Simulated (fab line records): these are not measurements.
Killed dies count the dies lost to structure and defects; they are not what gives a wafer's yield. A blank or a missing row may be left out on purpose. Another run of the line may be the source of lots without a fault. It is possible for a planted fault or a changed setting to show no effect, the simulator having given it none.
Matching of chambers -- flow nand harc -- 4 sister chambers for NHARC_A_BLC_ALD_23 on ald metal-02
The step deposits TiN, target thk 3 nm, pulse time 1 s, ald cycles 150. 4 wafers are shown with their chamber, then 7 later ones without.

== EACH WAFER AND ITS CHAMBER ==
wafer,chamber,heater power w (W)
L078.4,2,1027
L079.5,3,879
L085.2,1,1016
L085.3,0,1157

== WAFERS WHOSE CHAMBER IS MISSING ==
wafer,heater power w (W)
L085.4,1018
L093.1,1128
L093.3,919
L093.5,1021
L096.3,1007
L096.4,920
L096.5,1037

== WHICH CHAMBER EACH WENT THROUGH ==
wafer,from the rows above,in truth
L085.4,can't be placed: 1 or 2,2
L093.1,0,0
L093.3,3,3
L093.5,can't be placed: 1 or 2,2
L096.3,can't be placed: 1 or 2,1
L096.4,3,3
L096.5,can't be placed: 2 or 1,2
Correctly placed: 3 of 7. From these rows, 4 cannot be placed; in 4 the true chamber is one of the candidates. Placed wrongly: 0.
How it was worked out, from the rows above alone: a wafer's distance from a chamber is the root of the sum, over the readings, of the square of ((its reading less the chamber's mean) divided by the reading's scatter). The wafer belongs to the nearest chamber; if the next one is less than 2 further off, it can't be placed. A chamber's mean is the mean of its shown wafers. The scatter: root of mean squared gap, hidden wafer to nearest shown wafer, with one shown wafer a chamber.
